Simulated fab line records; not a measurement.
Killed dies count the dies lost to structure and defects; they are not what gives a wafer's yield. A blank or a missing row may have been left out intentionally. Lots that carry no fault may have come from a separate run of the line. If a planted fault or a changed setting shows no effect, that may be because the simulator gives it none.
Chamber matching | flow n5Finfet | 3 sister chambers for N5_MIM_TOP_ETCH_PECVD_03 on pecvd-04
The step deposits SiNx from SiH4/NH3/N2, target thk 20 nm, time 17.6 s. 6 wafers are shown with their chamber, then 8 later ones without.

== WAFERS PAIRED WITH THEIR CHAMBERS ==
wafer  | chamber | throttleValvePct (%) | showerheadPlenumPTorr (Torr)
L311.3 | 0       | 40.5                 | 5.36
L310.3 | 0       | 40.4                 | 5.35
L313.1 | 2       | 38.7                 | 5.22
L313.4 | 1       | 44.3                 | 5.18
L313.6 | 2       | 38.8                 | 5.22
L315.2 | 1       | 44.3                 | 5.19

== WAFERS WHOSE CHAMBER IS MISSING ==
wafer  | throttleValvePct (%) | showerheadPlenumPTorr (Torr)
L315.3 | 40.4                 | 5.36
L315.6 | 40.5                 | 5.35
L316.1 | 40.6                 | 5.36
L316.4 | 40.6                 | 5.35
L316.6 | 44.5                 | 5.18
L322.1 | 40.4                 | 5.35
L322.2 | 38.9                 | 5.21
L322.5 | 39.0                 | 5.22

== WHICH CHAMBER EACH ONE RAN IN ==
wafer  | from the rows above | in truth
L315.3 | 0                   | 0
L315.6 | 0                   | 0
L316.1 | 0                   | 0
L316.4 | 0                   | 0
L316.6 | 1                   | 1
L322.1 | 0                   | 0
L322.2 | 2                   | 2
L322.5 | 2                   | 2
Placed correctly: 8 of 8. From these rows, 0 cannot be placed. Number placed wrongly: 0.
How it was worked out, from the rows above alone: a wafer's distance from a chamber is the root of the sum, over the readings, of the square of ((its reading less the chamber's mean) divided by the reading's scatter). If the next closest chamber is less than 2 further off than the closest, the wafer can't be placed; otherwise it belongs to the closest. A chamber's mean is the mean of its shown wafers. The scatter: take each reading less its chamber's mean, square it, sum over the shown wafers, divide by the number of wafers less the number of chambers, and take the root.
